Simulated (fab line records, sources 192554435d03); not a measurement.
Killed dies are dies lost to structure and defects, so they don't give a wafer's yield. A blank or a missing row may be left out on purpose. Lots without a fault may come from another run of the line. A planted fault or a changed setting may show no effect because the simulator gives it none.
fab line records | flow n5_finfet
record lots=11 wafers=32 last_day=17
route steps=1938 shown BEOL_M13@1690 BEOL_M14@1717 PASSIVATION@1936
lots that met no fault: from a run of the same line without faults
start_h: hours from the record's first day to the start of the lot's first wafer shown | wait_h: hours since the lot's step before | " the same as in the row above | L1.1+2: a row that stands for several wafers | - no value, or no start given | * or withheld: withheld | < > ~ a bound
route shown NAME@n: a module of which the file shows steps, and the number in the route of the first | usual: mean/standard deviation of fault-free wafers | same: alike in all rows | chamber/n: place in a boat | sites: the reading at each site | _std_site: their standard deviation | _edge_site: outer sites' mean less inner sites' | radius_mm: how far each site lies from the wafer's centre | mask NAME#n: copy n | behind: the tool/chamber that last shaped the wafer | hold: why the lot was held/for how many hours/how that ended | device: the transistor (n, p or np) that didn't switch | end of line: the same wafers' tests at the end of the route | a step without rows: its recipe alone | killed: dies lost to structure and defects at the first sort, not the wafer's yield | map: a wafer's dies, x killed, . not, _ none there
set.NAME: the setting as run; set.NAME@STEP: as run at that earlier step | model.NAME: the simulator's own value behind a step, which no gauge read
steps of the route over a sample of lots; a table a step, a row a wafer
services: from which hour (start_h, from the record's first day; less than 0 if before it) a tool's chamber was out of use, for how many hours, and why
## steps
# step N5_BEOL_M13_OVL_MEAS_29
# recipe points_per_wafer=44
# usual M13_OVL=3/4.8
# same points_per_wafer=44
# columns lot.wafer tool chamber start_h wait_h M13_OVL[nm]
L374.3 overlay-02 0 238.58 0.0 4
L374.4 " 0 " " -3
L374.5 " 0 " " 1
L376.1 overlay-02 0 255.99 0.0 1
L376.4 " 0 " " 3
L376.6 " 0 " " 2
L379.3 overlay-02 0 279.96 0.0 -2
L379.4 " 0 " " -7
L379.6 " 0 " " -4
L378.1 overlay-01 0 280.14 0.0 -3
L378.2 " 0 " " -1
L378.5 " 0 " " 3
L382.2 overlay-02 0 283.65 0.0 -4
L382.3 " 0 " " 4
L382.6 " 0 " " 5
L381.1 overlay-01 0 294.23 0.0 4
L381.5 " 0 " " 3
L381.6 " 0 " " -2
L385.1 overlay-01 0 318.18 0.0 16
L385.4 " 0 " " 14
L385.6 " 0 " " 17
L387.1 overlay-02 0 335.15 0.0 7
L387.4 " 0 " " 1
L387.5 " 0 " " 10
L391.2 overlay-02 0 352.41 0.0 9
L391.3 " 0 " " -1
L391.6 " 0 " " 6
L394.2 overlay-01 0 374.72 0.0 1
L394.3 " 0 " " 2
L395.1 overlay-01 0 377.54 0.0 6
L395.3 " 0 " " 5
L395.4 " 0 " " 6
# step N5_BEOL_M13_SPUTTER_43
# recipe material=TaN target_thk_a=150 temp_c=50 bias_v=168.6 power_w=15000 chamber_pressure_pa=0.12 time_s=24.19
# usual throttle_valve_pct=30.0/1.2
# columns lot.wafer tool chamber start_h wait_h throttle_valve_pct
L374.3 pvd_sputter-02 - 240.79 0.0 30.1
L374.4 " - " " 29.3
L374.5 " - " " 32.3
L376.1 pvd_sputter-01 - 257.54 0.0 30.5
L376.4 " - " " 28.2
L376.6 " - " " 31.4
L379.3 pvd_sputter-02 - 281.76 0.0 29.3
L379.4 " - " " 30.2
L379.6 " - " " 29.8
L378.1 pvd_sputter-02 - 282.62 0.0 29.2
L378.2 " - " " 32.2
L378.5 " - " " 30.2
L382.2 pvd_sputter-02 - 285.38 0.0 32.2
L382.3 " - " " 29.3
L382.6 " - " " 32.2
L381.1 pvd_sputter-03 - 297.88 0.0 28.6
L381.5 " - " " 31.0
L381.6 " - " " 28.6
L385.1 pvd_sputter-03 - 319.81 0.0 30.9
L385.4 " - " " 28.9
L385.6 " - " " 28.9
L387.1 pvd_sputter-02 - 338.70 0.0 32.1
L387.4 " - " " 29.0
L387.5 " - " " 32.1
L391.2 pvd_sputter-01 - 354.86 0.0 28.3
L391.3 " - " " 29.8
L391.6 " - " " 31.4
L395.1 pvd_sputter-03 - 379.43 0.0 29.3
L395.3 " - " " 31.2
L395.4 " - " " 29.0
L394.2 pvd_sputter-03 - 381.67 0.0 28.5
L394.3 " - " " 29.1
# step N5_BEOL_M13_SPUTTER_44
# recipe material=Ta target_thk_a=100 temp_c=50 bias_v=80 power_w=15000 chamber_pressure_pa=0.07 time_s=16.13
# usual throttle_valve_pct=30.0/1.2
# columns lot.wafer tool chamber start_h wait_h throttle_valve_pct
L374.3 pvd_sputter-02 - 240.87 0.0 29.5
L374.4 " - " " 29.3
L374.5 " - " " 32.2
L376.1 pvd_sputter-01 - 257.62 0.0 30.3
L376.4 " - " " 28.5
L376.6 " - " " 31.6
L379.3 pvd_sputter-02 - 281.84 0.0 29.2
L379.4 " - " " 30.2
L379.6 " - " " 29.8
L378.1 pvd_sputter-02 - 282.70 0.0 29.4
L378.2 " - " " 32.5
L378.5 " - " " 30.1
L382.2 pvd_sputter-02 - 285.46 0.0 32.5
L382.3 " - " " 29.3
L382.6 " - " " 32.4
L381.1 pvd_sputter-03 - 297.96 0.0 28.7
L381.5 " - " " 30.9
L381.6 " - " " 28.7
L385.1 pvd_sputter-03 - 319.89 0.0 31.1
L385.4 " - " " 28.9
L385.6 " - " " 29.3
L387.1 pvd_sputter-02 - 338.78 0.0 32.0
L387.4 " - " " 29.1
L387.5 " - " " 32.4
L391.2 pvd_sputter-01 - 354.94 0.0 28.0
L391.3 " - " " 30.1
L391.6 " - " " 31.6
L395.1 pvd_sputter-03 - 379.51 0.0 29.2
L395.3 " - " " 31.0
L395.4 " - " " 29.0
L394.2 pvd_sputter-03 - 381.75 0.0 28.6
L394.3 " - " " 28.7
# step N5_BEOL_M13_CMP_49
# recipe stop_on=SiOC t_overpolish_s=17.1 down_force_psi=1 platen_rpm=50 clearing_platen_down_force_psi=1.5 clearing_platen_rpm=50 post_cmp_clean=cu_alkaline target_thk_nm=420 clearing_platen_pad_velocity_m_s=0.99484 pad_velocity_m_s=0.99484
# usual barrier_field_endpoint_s=30.8/0.57 clearing_platen_rpm=50.000/0.026 edge_zone_pressure_frac=1.000/0.0043 motor_current_A=5.9/0.46
# columns lot.wafer tool chamber start_h wait_h barrier_field_endpoint_s clearing_platen_rpm edge_zone_pressure_frac motor_current_A
L374.3 cmp-03 1 241.53 0.2 30.7 49.993 0.994 5.7
L374.4 " 0 " " 30.7 49.949 0.998 5.9
L374.5 " 1 " " 30.9 49.998 0.996 5.6
L376.4 cmp-02 2 258.30 0.1 31.2 50.028 1.003 6.4
L376.1 " 0 " " 30.3 50.000 0.995 6.7
L376.6 " 2 " " 30.4 49.987 1.004 6.3
L379.4 cmp-04 3 282.50 0.1 30.2 50.010 0.998 5.4
L379.3 " 2 " " 31.4 49.995 1.000 6.5
L379.6 " 3 " " 31.1 49.986 1.006 5.7
L378.1 cmp-03 0 283.43 0.3 30.6 49.968 0.997 5.8
L378.2 " 1 " " 31.4 50.019 1.007 5.3
L378.5 " 2 " " 30.5 49.992 0.999 5.6
L382.3 cmp-02 3 286.15 0.2 30.3 49.992 1.000 5.3
L382.2 " 0 " " 30.8 50.023 1.000 6.3
L382.6 " 2 " " 31.6 50.011 0.995 6.3
L381.1 cmp-04 0 298.69 0.3 31.2 50.023 1.001 6.2
L381.5 " 2 " " 30.8 50.024 1.001 6.1
L381.6 " 3 " " 29.9 49.976 0.997 5.1
L385.1 cmp-03 3 320.89 0.4 30.8 50.018 1.000 6.8
L385.4 " 0 " " 30.4 50.018 0.999 6.1
L385.6 " 2 " " 30.4 49.989 0.997 5.6
L387.1 cmp-04 1 339.46 0.3 30.5 49.985 1.001 5.1
L387.4 " 0 " " 31.0 50.019 1.011 6.5
L387.5 " 1 " " 30.4 49.955 1.000 5.3
L391.3 cmp-02 3 355.59 0.2 30.7 50.041 1.001 5.3
L391.2 " 2 " " 31.6 49.990 0.996 6.5
L391.6 " 0 " " 32.2 49.985 0.998 6.5
L395.1 cmp-02 1 380.49 0.3 30.9 49.987 1.001 6.2
L395.4 " 2 " " 26.2 49.970 1.001 6.4
L395.3 " 3 " " 30.7 50.032 0.993 5.4
L394.2 cmp-04 3 382.59 0.3 25.1 49.978 0.996 5.0
L394.3 " 2 " " 30.9 49.966 0.991 6.3
# step N5_BEOL_M14_THK_MEAS_01
# recipe reads=SiO2_of_BEOL_M14_ILD_DEP_00
# usual M14_ILD_THK=1121/14
# columns lot.wafer tool chamber start_h wait_h M14_ILD_THK[nm]
L374.3 film_metro-01 - 242.20 0.1 1091
L374.4 " - " " 1132
L374.5 " - " " 1142
L376.1 film_metro-02 - 258.97 0.1 1117
L376.4 " - " " 1123
L376.6 " - " " 1132
L379.3 film_metro-02 - 283.17 0.1 1096
L379.4 " - " " 1116
L379.6 " - " " 1130
L378.1 film_metro-02 - 284.03 0.1 1090
L378.2 " - " " 1094
L378.5 " - " " 1138
L382.2 film_metro-02 - 286.79 0.1 1117
L382.3 " - " " 1132
L382.6 " - " " 1137
L381.1 film_metro-01 - 299.37 0.2 1130
L381.5 " - " " 1136
L381.6 " - " " 1144
L385.1 film_metro-01 - 321.57 0.2 1111
L385.4 " - " " 1132
L385.6 " - " " 1130
L387.1 film_metro-01 - 340.25 0.2 1105
L387.4 " - " " 1125
L387.5 " - " " 1131
L391.2 film_metro-01 - 356.27 0.1 1121
L391.3 " - " " 1118
L391.6 " - " " 1131
L395.1 film_metro-01 - 381.16 0.1 1115
L395.3 " - " " 1134
L395.4 " - " " 1153
L394.2 film_metro-02 - 383.27 0.1 1103
L394.3 " - " " 1104
# step N5_PASSIVATION_PROBE_49
# usual defect_limited_yield=90.9/1.4 killed_at_M0_to_M3=37/12 killed_at_M4_up=14/5.3 killed_at_contacts=12/6.2 killed_at_front_end=41/11 killed_at_other=3.7/2.9 killed_dies=107/17 killed_open=71/12 killed_short=34/7.9 sort_bin_5_function=5.3/0.95 sort_bin_6_memory=3.4/0.7 sort_bin_8_speed=0.00/0.0099 sort_n_pass=1073/17 sort_yield_pct=90.9/1.5
# same gross_dies=1180 killed_at_back_side=0 sort_bin_4_leakage[%]=0
# columns lot.wafer tool chamber start_h wait_h defect_limited_yield[%] killed_at_M0_to_M3 killed_at_M4_up killed_at_contacts killed_at_front_end killed_at_other killed_dies killed_open killed_short sort_bin_5_function[%] sort_bin_6_memory[%] sort_bin_8_speed[%] sort_n_pass sort_yield_pct[%]
L374.3 prober-02 - 272.65 0.1 89.9 36 10 29 42 2 119 82 36 6.2 3.6 0 1061 89.9
L374.4 prober-02 - 272.70 0.2 91.9 41 13 10 31 0 95 50 41 4.8 3.0 0 1085 91.9
L374.5 prober-02 - 272.75 0.2 91.4 26 8 30 35 2 101 74 26 5.1 3.3 0 1079 91.4
L379.3 prober-01 - 313.30 0.1 88.7 44 10 10 65 4 133 84 45 6.3 4.2 0 1047 88.7
L379.4 prober-01 - 313.35 0.2 93.0 20 12 15 35 1 83 49 30 4.2 2.1 0 1097 93.0
L379.6 prober-01 - 313.45 0.3 92.4 29 6 16 38 1 90 55 33 4.9 2.6 0 1090 92.4
L382.2 prober-02 - 325.09 0.1 91.9 37 8 3 48 0 96 58 36 4.4 3.5 0 1084 91.9
L382.3 prober-02 - 325.14 0.1 91.0 25 13 21 43 4 106 67 35 5.5 3.1 0 1074 91.0
L382.6 prober-02 - 325.29 0.3 90.2 34 19 8 54 1 116 71 42 6.3 3.1 0 1064 90.2
L395.1 prober-01 - 403.41 0.0 90.2 34 13 6 62 1 116 72 41 5.4 3.8 0 1064 90.2
L395.3 prober-01 - 403.51 0.1 91.4 43 16 16 23 4 102 63 38 5.3 3.0 0 1078 91.4
L395.4 prober-01 - 403.56 0.2 90.3 52 10 13 39 1 115 72 42 5.3 4.2 0 1065 90.3
# killed by level:class
L374.3 MOL_CONTACT_COAG:geometric_particle:open=21 STI_FIN_REVEAL:geometric_particle:open=11 BEOL_M0_SAQP:geometric_particle:open=11 MOL_CONTACT_COAG:geometric_particle:short=8 DUMMY_GATE:geometric_particle:open=6 BEOL_M0_SAQP:geometric_particle:short=6 BEOL_M1:geometric_particle:open=6 BEOL_M2:geometric_particle:open=6
L374.4 BEOL_M0_SAQP:geometric_particle:short=18 BEOL_M0_SAQP:geometric_particle:open=8 STI_FIN_REVEAL:geometric_particle:open=6 DUMMY_GATE:geometric_particle:open=6 MOL_CONTACT_COAG:geometric_particle:open=6 GATE_CUT:geometric_particle:short=5 MOL_CONTACT_COAG:geometric_particle:short=4 BEOL_M2:geometric_particle:open=4
L374.5 MOL_CONTACT_COAG:geometric_particle:open=25 STI_FIN_REVEAL:geometric_particle:open=13 BEOL_M0_SAQP:geometric_particle:short=6 FIN_SAQP:geometric_particle:open=5 MOL_CONTACT_COAG:geometric_particle:short=5 BEOL_M0_SAQP:geometric_particle:open=5 BEOL_M1:geometric_particle:open=4 BEOL_M2:geometric_particle:open=4
L379.3 STI_FIN_REVEAL:geometric_particle:open=26 BEOL_M0_SAQP:geometric_particle:short=10 MOL_CONTACT_COAG:geometric_particle:open=9 BEOL_M0_SAQP:geometric_particle:open=8 BEOL_M1:geometric_particle:open=8 FIN_SAQP:geometric_particle:open=5 STI_FIN_REVEAL:geometric_particle:short=5 DUMMY_GATE:geometric_particle:open=5
L379.4 MOL_CONTACT_COAG:geometric_particle:open=11 STI_FIN_REVEAL:geometric_particle:open=7 BEOL_M0_SAQP:geometric_particle:short=7 BEOL_M0_SAQP:geometric_particle:open=6 DUMMY_GATE:geometric_particle:open=5 BEOL_M5:geometric_particle:open=5 MOL_CONTACT_COAG:geometric_particle:short=4 HKMG_FIN:area_etch=4
L379.6 MOL_CONTACT_COAG:geometric_particle:open=13 BEOL_M1:geometric_particle:open=13 STI_FIN_REVEAL:geometric_particle:open=10 GATE_CUT:geometric_particle:short=6 BEOL_M0_SAQP:geometric_particle:short=5 BEOL_M1:geometric_particle:short=5 BEOL_M0_SAQP:geometric_particle:open=4 STARTING-WAFER:geometric_particle:open=4
L382.2 FIN_SAQP:geometric_particle:open=18 BEOL_M0_SAQP:geometric_particle:short=12 BEOL_M2:geometric_particle:open=10 STI_FIN_REVEAL:geometric_particle:open=8 BEOL_M0_SAQP:geometric_particle:open=7 GATE_CUT:geometric_particle:short=4 STARTING-WAFER:geometric_particle:short=4 FIN_SAQP:geometric_particle:short=3
L382.3 FIN_SAQP:geometric_particle:short=16 MOL_CONTACT_COAG:geometric_particle:open=16 FIN_SAQP:geometric_particle:open=14 BEOL_M2:geometric_particle:open=7 BEOL_M0_SAQP:geometric_particle:open=6 BEOL_M0_SAQP:geometric_particle:short=6 STI_FIN_REVEAL:geometric_particle:open=5 MOL_CONTACT_COAG:geometric_particle:short=4
L382.6 FIN_SAQP:geometric_particle:open=12 FIN_SAQP:geometric_particle:short=12 STI_FIN_REVEAL:geometric_particle:open=10 BEOL_M0_SAQP:geometric_particle:short=9 MOL_CONTACT_COAG:geometric_particle:open=6 BEOL_M3:geometric_particle:open=6 BEOL_M0_SAQP:geometric_particle:open=5 BEOL_M2:geometric_particle:open=5
L395.1 FIN_SAQP:geometric_particle:open=22 FIN_SAQP:geometric_particle:short=12 GATE_CUT:geometric_particle:short=9 BEOL_M0_SAQP:geometric_particle:open=7 BEOL_M1:geometric_particle:open=7 BEOL_M3:geometric_particle:short=6 BEOL_M4:geometric_particle:open=6 BEOL_M2:geometric_particle:open=5
L395.3 MOL_CONTACT_COAG:geometric_particle:open=12 BEOL_M4:geometric_particle:open=9 BEOL_M1:geometric_particle:open=8 BEOL_M0_SAQP:geometric_particle:short=8 BEOL_M2:geometric_particle:open=7 BEOL_M0_SAQP:geometric_particle:open=6 BEOL_M3:geometric_particle:short=6 FIN_SAQP:geometric_particle:short=5
L395.4 BEOL_M0_SAQP:geometric_particle:open=16 BEOL_M1:geometric_particle:open=12 FIN_SAQP:geometric_particle:open=11 MOL_CONTACT_COAG:geometric_particle:open=11 BEOL_M3:geometric_particle:short=8 BEOL_M0_SAQP:geometric_particle:short=7 FIN_SAQP:geometric_particle:short=6 BEOL_M1:geometric_particle:short=6
## services
# columns tool chamber start_h hours kind
cmp-04 - 218.83 0.5 repair
pvd_sputter-01 - 231.67 2.2 repair
pvd_sputter-01 - 236.50 2.7 repair
cmp-04 - 252.53 18.1 pm
cmp-03 - 290.76 4.0 pm
cmp-03 - 294.76 - consumable_replace:conditioner
cmp-03 - 294.76 - consumable_replace:pad
cmp-03 - 296.86 6.4 repair
cmp-02 - 305.22 4.0 pm
cmp-02 - 309.22 - consumable_replace:conditioner
cmp-02 - 309.22 - consumable_replace:pad
cmp-02 - 320.54 8.6 pm
cmp-02 - 330.81 6.3 pm
pvd_sputter-01 - 339.12 1.2 repair
cmp-04 - 348.73 0.5 repair
cmp-02 - 381.70 1.6 repair
## key
first_sign step=N5_BEOL_M13_CMP_49 reading=barrier_field_endpoint_s direction=down sigmas=8.9 usual=30.8 struck=25.7
effect none on later readings
met_at N5_BEOL_M13_SPUTTER_43
struck_lots L394,L395
struck_wafers L394.2,L395.4
not_acting_at N5_BEOL_M13_OVL_MEAS_29,N5_BEOL_M13_SPUTTER_44,N5_BEOL_M14_THK_MEAS_01
onset_between 319.81 379.43
fault kind=process_parameter_drift tool=pvd_sputter-03 chamber=- onset_h=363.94 steps=N5_BEOL_M13_SPUTTER_43 channel=time_s offset=* shape=step end_h=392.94 scope=struck_wafers_only acts_in=* stated=*
